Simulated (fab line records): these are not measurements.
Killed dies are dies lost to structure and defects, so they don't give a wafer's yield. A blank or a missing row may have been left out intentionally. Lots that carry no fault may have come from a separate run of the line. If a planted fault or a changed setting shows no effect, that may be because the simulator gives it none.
What tool caused it? || flow nand-harc || 36 wafers from 12 lots sampled at 5 of the route's 1159 steps

WHAT EACH GAUGE READ, for each wafer
NHARC_END_SORT_01. Usual: defect-limited-yield 95.2 %, standard deviation 1.6; killed-at-array 29, standard deviation 11; killed-at-other 0.5, standard deviation 0.89; killed-at-periphery 3.3, standard deviation 2; killed-dies 32, standard deviation 11; killed-open 3.1, standard deviation 1.9; killed-short 2.3, standard deviation 1.6; sort_bin_2_pct 1.5 %, standard deviation 0.71; sort_bin_3_pct 0.30 %, standard deviation 0.22; sort_bin_4_pct 3.0 %, standard deviation 1.1; sort-n-pass 645, standard deviation 11; sort-rim-yield-pct 97.3 %, standard deviation 1.8; sort-yield-pct 95.2 %, standard deviation 1.6.
{"lot": "L276", "measured": "day 20 04:56", "on": "prober-02", "defect-limited-yield (%)": "96.6 97.6 98.1", "killed-at-array": "15 12 9", "killed-at-other": "1 0 1", "killed-at-periphery": "7 4 3", "killed-dies": "23 16 13", "killed-open": "3 3 2", "killed-short": "4 1 2", "sort_bin_2_pct (%)": "0.7 0.4 0.1", "sort_bin_3_pct (%)": "0.30 0.15 0.30", "sort_bin_4_pct (%)": "2.4 1.8 1.5", "sort-n-pass": "654 661 664", "sort-rim-yield-pct (%)": "100.0 98.1 99.1", "sort-yield-pct (%)": "96.6 97.6 98.1", "flag": ""}
{"lot": "L273", "measured": "day 20 11:10", "on": "prober-01", "defect-limited-yield (%)": "94.8 95.6 95.4", "killed-at-array": "32 24 28", "killed-at-other": "0 0 0", "killed-at-periphery": "3 6 3", "killed-dies": "35 30 31", "killed-open": "4 2 0", "killed-short": "3 2 2", "sort_bin_2_pct (%)": "1.8 1.5 1.8", "sort_bin_3_pct (%)": "0.30 0.59 0.44", "sort_bin_4_pct (%)": "3.1 2.4 2.4", "sort-n-pass": "642 647 646", "sort-rim-yield-pct (%)": "98.1 99.1 98.1", "sort-yield-pct (%)": "94.8 95.6 95.4", "flag": ""}
{"lot": "L277", "measured": "day 20 23:11", "on": "prober-02", "defect-limited-yield (%)": "92.6 94.2 93.4", "killed-at-array": "42 33 44", "killed-at-other": "0 3 0", "killed-at-periphery": "8 3 1", "killed-dies": "50 39 45", "killed-open": "4 0 2", "killed-short": "3 1 1", "sort_bin_2_pct (%)": "2.7 1.5 1.9", "sort_bin_3_pct (%)": "0.30 0.44 0.44", "sort_bin_4_pct (%)": "4.4 3.8 4.3", "sort-n-pass": "627 638 632", "sort-rim-yield-pct (%)": "94.3 96.2 96.2", "sort-yield-pct (%)": "92.6 94.2 93.4", "flag": ""}
{"lot": "L274", "measured": "day 20 23:11", "on": "prober-01", "defect-limited-yield (%)": 95.0, "killed-at-array": 31, "killed-at-other": 1, "killed-at-periphery": 2, "killed-dies": 34, "killed-open": 3, "killed-short": 1, "sort_bin_2_pct (%)": 1.6, "sort_bin_3_pct (%)": 0.59, "sort_bin_4_pct (%)": 2.8, "sort-n-pass": 643, "sort-rim-yield-pct (%)": 97.2, "sort-yield-pct (%)": 95.0, "flag": ""}
{"lot": "L278", "measured": "day 21 07:01", "on": "prober-02", "defect-limited-yield (%)": "95.7 88.8 88.9", "killed-at-array": "27 29 34", "killed-at-other": "1 46 39", "killed-at-periphery": "1 1 2", "killed-dies": "29 76 75", "killed-open": "2 2 4", "killed-short": "4 2 2", "sort_bin_2_pct (%)": "1.0 5.3 3.7", "sort_bin_3_pct (%)": "0.44 1.92 1.77", "sort_bin_4_pct (%)": "2.8 4.0 5.6", "sort-n-pass": "648 601 602", "sort-rim-yield-pct (%)": "97.2 84.9 84.0", "sort-yield-pct (%)": "95.7 88.8 88.9", "flag": "OFF"}
{"lot": "L279", "measured": "day 21 21:36", "on": "prober-01", "defect-limited-yield (%)": "96.9 96.6 97.3", "killed-at-array": "13 16 15", "killed-at-other": "1 2 0", "killed-at-periphery": "7 5 3", "killed-dies": "21 23 18", "killed-open": "3 8 4", "killed-short": "2 3 5", "sort_bin_2_pct (%)": "0.9 0.9 0.6", "sort_bin_3_pct (%)": "0 0 0.15", "sort_bin_4_pct (%)": "2.2 2.5 1.9", "sort-n-pass": "656 654 659", "sort-rim-yield-pct (%)": "95.3 97.2 98.1", "sort-yield-pct (%)": "96.9 96.6 97.3", "flag": ""}
{"lot": "L281", "measured": "day 22 14:54", "on": "prober-01", "defect-limited-yield (%)": "88.5 94.8 95.1", "killed-at-array": "39 34 30", "killed-at-other": "34 0 0", "killed-at-periphery": "5 1 3", "killed-dies": "78 35 33", "killed-open": "0 2 3", "killed-short": "5 2 4", "sort_bin_2_pct (%)": "3.8 2.1 1.8", "sort_bin_3_pct (%)": "2.22 0 0.15", "sort_bin_4_pct (%)": "5.5 3.1 3.0", "sort-n-pass": "599 642 644", "sort-rim-yield-pct (%)": "82.1 91.5 96.2", "sort-yield-pct (%)": "88.5 94.8 95.1", "flag": "OFF"}

WHICH TOOL RAN EACH LOT (tool, then ch and the chambers of the sampled wafers, then the start)
{"lot": "L270", "NHARC_A_BONDPAD_PVD_17": "pvd-sputter-01, day 18 19:50 or earlier", "NHARC_A_BONDPAD_PVD_27": "pvd-sputter-01, day 18 19:50 or earlier", "NHARC_THIN_TSV_ETCH_15": "rie-si-04 ch 0,1, day 18 19:50", "NHARC_THIN_TSV_DESCUM_35": "rie-diel-08 ch 0,1,2, day 19 02:29"}
{"lot": "L271", "NHARC_A_BONDPAD_PVD_17": "pvd-sputter-01, day 19 02:20 or earlier", "NHARC_A_BONDPAD_PVD_27": "pvd-sputter-01, day 19 02:20 or earlier", "NHARC_THIN_TSV_ETCH_15": "rie-si-02 ch 0,2,3, day 19 02:20", "NHARC_THIN_TSV_DESCUM_35": "rie-diel-08 ch 1,2, day 19 07:51"}
{"lot": "L276", "NHARC_A_BONDPAD_PVD_17": "pvd-sputter-01, day 19 13:16 or earlier", "NHARC_A_BONDPAD_PVD_27": "pvd-sputter-01, day 19 13:16 or earlier", "NHARC_THIN_TSV_ETCH_15": "rie-si-06 ch 1,2,3, day 19 13:16", "NHARC_THIN_TSV_DESCUM_35": "rie-diel-09 ch 0,3, day 19 18:32"}
{"lot": "L273", "NHARC_A_BONDPAD_PVD_17": "pvd-sputter-02, day 19 19:33 or earlier", "NHARC_A_BONDPAD_PVD_27": "pvd-sputter-02, day 19 19:33 or earlier", "NHARC_THIN_TSV_ETCH_15": "rie-si-02 ch 1,3, day 19 19:33", "NHARC_THIN_TSV_DESCUM_35": "rie-diel-04 ch 0,2,3, day 20 01:05"}
{"lot": "L277", "NHARC_A_BONDPAD_PVD_17": "pvd-sputter-03, day 20 07:46 or earlier", "NHARC_A_BONDPAD_PVD_27": "pvd-sputter-03, day 20 07:46 or earlier", "NHARC_THIN_TSV_ETCH_15": "rie-si-06 ch 0,2,3, day 20 07:46", "NHARC_THIN_TSV_DESCUM_35": "rie-diel-09 ch 1,3, day 20 13:36"}
{"lot": "L274", "NHARC_A_BONDPAD_PVD_17": "pvd-sputter-02, day 20 06:41 or earlier", "NHARC_A_BONDPAD_PVD_27": "pvd-sputter-02, day 20 06:41 or earlier", "NHARC_THIN_TSV_ETCH_15": "rie-si-04 ch 1,2,3, day 20 06:41", "NHARC_THIN_TSV_DESCUM_35": "rie-diel-09 ch 1,2,3, day 20 12:21"}
{"lot": "L278", "NHARC_A_BONDPAD_PVD_17": "pvd-sputter-02, day 20 15:01 or earlier", "NHARC_A_BONDPAD_PVD_27": "pvd-sputter-02, day 20 15:01 or earlier", "NHARC_THIN_TSV_ETCH_15": "rie-si-06 ch 0,2, day 20 15:01", "NHARC_THIN_TSV_DESCUM_35": "rie-diel-08 ch 0,3, day 20 20:22"}
{"lot": "L279", "NHARC_A_BONDPAD_PVD_17": "pvd-sputter-02, day 21 06:32 or earlier", "NHARC_A_BONDPAD_PVD_27": "pvd-sputter-02, day 21 06:32 or earlier", "NHARC_THIN_TSV_ETCH_15": "rie-si-04 ch 2,3, day 21 06:32", "NHARC_THIN_TSV_DESCUM_35": "rie-diel-04 ch 0,1, day 21 11:47"}
{"lot": "L281", "NHARC_A_BONDPAD_PVD_17": "pvd-sputter-01, day 22 00:20 or earlier", "NHARC_A_BONDPAD_PVD_27": "pvd-sputter-01, day 22 00:20 or earlier", "NHARC_THIN_TSV_ETCH_15": "rie-si-06 ch 0,1,2, day 22 00:20", "NHARC_THIN_TSV_DESCUM_35": "rie-diel-09 ch 0,1, day 22 05:34"}
{"lot": "L288", "NHARC_A_BONDPAD_PVD_17": "pvd-sputter-01, day 22 21:58 or earlier", "NHARC_A_BONDPAD_PVD_27": "pvd-sputter-01, day 22 21:58 or earlier", "NHARC_THIN_TSV_ETCH_15": "rie-si-02 ch 1,2, day 22 21:58", "NHARC_THIN_TSV_DESCUM_35": "rie-diel-08 ch 0,1,3, day 23 03:16"}
{"lot": "L292", "NHARC_A_BONDPAD_PVD_17": "pvd-sputter-02, day 23 18:16 or earlier", "NHARC_A_BONDPAD_PVD_27": "pvd-sputter-02, day 23 18:16 or earlier", "NHARC_THIN_TSV_ETCH_15": "rie-si-02 ch 0,2,3, day 23 18:16", "NHARC_THIN_TSV_DESCUM_35": "rie-diel-04 ch 0,2,3, day 23 23:23"}
{"lot": "L290", "NHARC_A_BONDPAD_PVD_17": "pvd-sputter-02, day 23 23:44 or earlier", "NHARC_A_BONDPAD_PVD_27": "pvd-sputter-02, day 23 23:44 or earlier", "NHARC_THIN_TSV_ETCH_15": "rie-si-04 ch 0,1,2, day 23 23:44", "NHARC_THIN_TSV_DESCUM_35": "rie-diel-04 ch 1,3, day 24 05:05"}
- NHARC_A_BONDPAD_PVD_17: deposits TaN, target thk 5 nm, time 8.06 s.
- NHARC_A_BONDPAD_PVD_27: deposits Cu, target thk 30 nm, time 20.49 s.
- NHARC_THIN_TSV_ETCH_15: target depth 3000 nm, bosch target overetch cycles 2, bosch etch step 2.8 s.
- NHARC_THIN_TSV_DESCUM_35: chemistry O2, time 3 s.

WHAT THE TOOLS THEMSELVES READ (means of the sampled wafers that have a number; where no wafer has one, the mark that the record gives instead)
NHARC_A_BONDPAD_PVD_17. Usual: 30.1 % for throttle-valve-pct, sd 1.4.
{"lot": "L270", "tool": "pvd-sputter-01", "throttle-valve-pct (%)": 30.4, "flag": ""}
{"lot": "L271", "tool": "pvd-sputter-01", "throttle-valve-pct (%)": 29.1, "flag": ""}
{"lot": "L276", "tool": "pvd-sputter-01", "throttle-valve-pct (%)": 30.2, "flag": ""}
{"lot": "L273", "tool": "pvd-sputter-02", "throttle-valve-pct (%)": 31.7, "flag": ""}
{"lot": "L277", "tool": "pvd-sputter-03", "throttle-valve-pct (%)": 30.4, "flag": ""}
{"lot": "L274", "tool": "pvd-sputter-02", "throttle-valve-pct (%)": 31.9, "flag": ""}
{"lot": "L278", "tool": "pvd-sputter-02", "throttle-valve-pct (%)": 31.5, "flag": ""}
{"lot": "L279", "tool": "pvd-sputter-02", "throttle-valve-pct (%)": 29.4, "flag": ""}
{"lot": "L281", "tool": "pvd-sputter-01", "throttle-valve-pct (%)": 29.0, "flag": ""}
{"lot": "L288", "tool": "pvd-sputter-01", "throttle-valve-pct (%)": 28.1, "flag": ""}
{"lot": "L292", "tool": "pvd-sputter-02", "throttle-valve-pct (%)": 30.7, "flag": ""}
{"lot": "L290", "tool": "pvd-sputter-02", "throttle-valve-pct (%)": 29.9, "flag": ""}

NHARC_A_BONDPAD_PVD_27. Usual: 29.9 % for throttle-valve-pct, sd 1.4.
{"lot": "L270", "tool": "pvd-sputter-01", "throttle-valve-pct (%)": 29.9, "flag": ""}
{"lot": "L271", "tool": "pvd-sputter-01", "throttle-valve-pct (%)": 29.7, "flag": ""}
{"lot": "L276", "tool": "pvd-sputter-01", "throttle-valve-pct (%)": 28.8, "flag": ""}
{"lot": "L273", "tool": "pvd-sputter-02", "throttle-valve-pct (%)": 31.4, "flag": ""}
{"lot": "L277", "tool": "pvd-sputter-03", "throttle-valve-pct (%)": 30.3, "flag": ""}
{"lot": "L274", "tool": "pvd-sputter-02", "throttle-valve-pct (%)": 29.2, "flag": ""}
{"lot": "L278", "tool": "pvd-sputter-02", "throttle-valve-pct (%)": 30.7, "flag": ""}
{"lot": "L279", "tool": "pvd-sputter-02", "throttle-valve-pct (%)": 29.3, "flag": ""}
{"lot": "L281", "tool": "pvd-sputter-01", "throttle-valve-pct (%)": 29.5, "flag": ""}
{"lot": "L288", "tool": "pvd-sputter-01", "throttle-valve-pct (%)": 30.4, "flag": ""}
{"lot": "L292", "tool": "pvd-sputter-02", "throttle-valve-pct (%)": 29.5, "flag": ""}
{"lot": "L290", "tool": "pvd-sputter-02", "throttle-valve-pct (%)": 30.7, "flag": ""}

NHARC_THIN_TSV_ETCH_15. Usual: 5.9 A for drypump-motor-current-A, sd 0.41.
{"lot": "L270", "tool": "rie-si-04", "drypump-motor-current-A (A)": 6.3, "flag": ""}
{"lot": "L271", "tool": "rie-si-02", "drypump-motor-current-A (A)": 5.8, "flag": ""}
{"lot": "L276", "tool": "rie-si-06", "drypump-motor-current-A (A)": 5.7, "flag": ""}
{"lot": "L273", "tool": "rie-si-02", "drypump-motor-current-A (A)": 6.0, "flag": ""}
{"lot": "L277", "tool": "rie-si-06", "drypump-motor-current-A (A)": 5.7, "flag": ""}
{"lot": "L274", "tool": "rie-si-04", "drypump-motor-current-A (A)": 6.0, "flag": ""}
{"lot": "L278", "tool": "rie-si-06", "drypump-motor-current-A (A)": 5.7, "flag": ""}
{"lot": "L279", "tool": "rie-si-04", "drypump-motor-current-A (A)": 6.2, "flag": ""}
{"lot": "L281", "tool": "rie-si-06", "drypump-motor-current-A (A)": 5.7, "flag": ""}
{"lot": "L288", "tool": "rie-si-02", "drypump-motor-current-A (A)": 5.5, "flag": ""}
{"lot": "L292", "tool": "rie-si-02", "drypump-motor-current-A (A)": 5.8, "flag": ""}
{"lot": "L290", "tool": "rie-si-04", "drypump-motor-current-A (A)": 5.9, "flag": ""}

NHARC_THIN_TSV_DESCUM_35. Usual: drypump-motor-current-A 5.7 A, standard deviation 0.43; oes-product-au 1.001 a.u., standard deviation 0.014; rf-vpp-V 57.8 V, standard deviation 0.78; showerhead-plenum-p-Torr 1.94 Torr, standard deviation 0.068; throttle-valve-pct 11.312 %, standard deviation 0.0092.
{"lot": "L270", "tool": "rie-diel-08", "drypump-motor-current-A (A)": 5.6, "oes-product-au (a.u.)": 1.006, "rf-vpp-V (V)": 57.2, "showerhead-plenum-p-Torr (Torr)": 1.89, "throttle-valve-pct (%)": 11.314, "flag": ""}
{"lot": "L271", "tool": "rie-diel-08", "drypump-motor-current-A (A)": 5.2, "oes-product-au (a.u.)": 1.006, "rf-vpp-V (V)": 57.7, "showerhead-plenum-p-Torr (Torr)": 1.86, "throttle-valve-pct (%)": 11.307, "flag": ""}
{"lot": "L276", "tool": "rie-diel-09", "drypump-motor-current-A (A)": 5.6, "oes-product-au (a.u.)": 1.000, "rf-vpp-V (V)": 58.6, "showerhead-plenum-p-Torr (Torr)": 1.97, "throttle-valve-pct (%)": 11.304, "flag": ""}
{"lot": "L273", "tool": "rie-diel-04", "drypump-motor-current-A (A)": 5.8, "oes-product-au (a.u.)": 0.994, "rf-vpp-V (V)": 57.9, "showerhead-plenum-p-Torr (Torr)": 2.01, "throttle-valve-pct (%)": 11.315, "flag": ""}
{"lot": "L277", "tool": "rie-diel-09", "drypump-motor-current-A (A)": 5.9, "oes-product-au (a.u.)": 0.995, "rf-vpp-V (V)": 58.4, "showerhead-plenum-p-Torr (Torr)": 2.00, "throttle-valve-pct (%)": 11.319, "flag": ""}
{"lot": "L274", "tool": "rie-diel-09", "drypump-motor-current-A (A)": 6.0, "oes-product-au (a.u.)": 1.003, "rf-vpp-V (V)": 57.4, "showerhead-plenum-p-Torr (Torr)": 1.95, "throttle-valve-pct (%)": 11.309, "flag": ""}
{"lot": "L278", "tool": "rie-diel-08", "drypump-motor-current-A (A)": 5.9, "oes-product-au (a.u.)": 1.005, "rf-vpp-V (V)": 57.6, "showerhead-plenum-p-Torr (Torr)": 1.92, "throttle-valve-pct (%)": 11.314, "flag": ""}
{"lot": "L279", "tool": "rie-diel-04", "drypump-motor-current-A (A)": 5.8, "oes-product-au (a.u.)": 0.993, "rf-vpp-V (V)": 57.8, "showerhead-plenum-p-Torr (Torr)": 1.97, "throttle-valve-pct (%)": 11.312, "flag": ""}
{"lot": "L281", "tool": "rie-diel-09", "drypump-motor-current-A (A)": 5.5, "oes-product-au (a.u.)": 1.002, "rf-vpp-V (V)": 57.9, "showerhead-plenum-p-Torr (Torr)": 1.98, "throttle-valve-pct (%)": 11.317, "flag": ""}
{"lot": "L288", "tool": "rie-diel-08", "drypump-motor-current-A (A)": 5.6, "oes-product-au (a.u.)": 1.007, "rf-vpp-V (V)": 57.7, "showerhead-plenum-p-Torr (Torr)": 1.89, "throttle-valve-pct (%)": 11.317, "flag": ""}
{"lot": "L292", "tool": "rie-diel-04", "drypump-motor-current-A (A)": 5.8, "oes-product-au (a.u.)": 1.000, "rf-vpp-V (V)": 58.5, "showerhead-plenum-p-Torr (Torr)": 2.01, "throttle-valve-pct (%)": 11.314, "flag": ""}
{"lot": "L290", "tool": "rie-diel-04", "drypump-motor-current-A (A)": 5.7, "oes-product-au (a.u.)": 0.996, "rf-vpp-V (V)": 56.5, "showerhead-plenum-p-Torr (Torr)": 1.89, "throttle-valve-pct (%)": 11.312, "flag": ""}

THE ANSWER, worked out from the rows above alone
Rule: take the mean of a lot's wafers that have a number; if it is more than 3 standard deviations from the usual mean, the lot is off. A lot without any number at a reading at which 4 lots or more have one is off too. Where the step has rows for the other lots, those lots are counted as sound. The gauges are gone through in route order, then the tools' own readings, and for those a lot's mean is taken as printed above. The first step at which some lot is off is used, and at that step the reading that is off furthest; a lot without a number counts as furthest.
Off: L278, L281 (NHARC_END_SORT_01, killed-at-other). Neither off nor sound, because the step has no rows for them: L270, L271, L288, L292, L290.
A tool fits if, at a process step before that reading, it ran every lot that is off, and no sound lot after the first of them. Those tools and the gauges at NHARC_END_SORT_01 are tried in the same way. With no start given for some of its lots, NHARC_A_BONDPAD_PVD_17 uses the hours and lot order of NHARC_THIN_TSV_ETCH_15. With no start given for some of its lots, NHARC_A_BONDPAD_PVD_27 uses the hours and lot order of NHARC_THIN_TSV_ETCH_15. One fits: NHARC_THIN_TSV_ETCH_15 on rie-si-06. A fault onset in the window from L277 (day 20 07:46, its last sound lot) to L278 (day 20 15:01, its first lot off) fits.

WHAT WAS PUT IN BY THE SIMULATOR
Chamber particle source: rie-si-06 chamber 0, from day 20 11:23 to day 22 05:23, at NHARC_THIN_TSV_ETCH_15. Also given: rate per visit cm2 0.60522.
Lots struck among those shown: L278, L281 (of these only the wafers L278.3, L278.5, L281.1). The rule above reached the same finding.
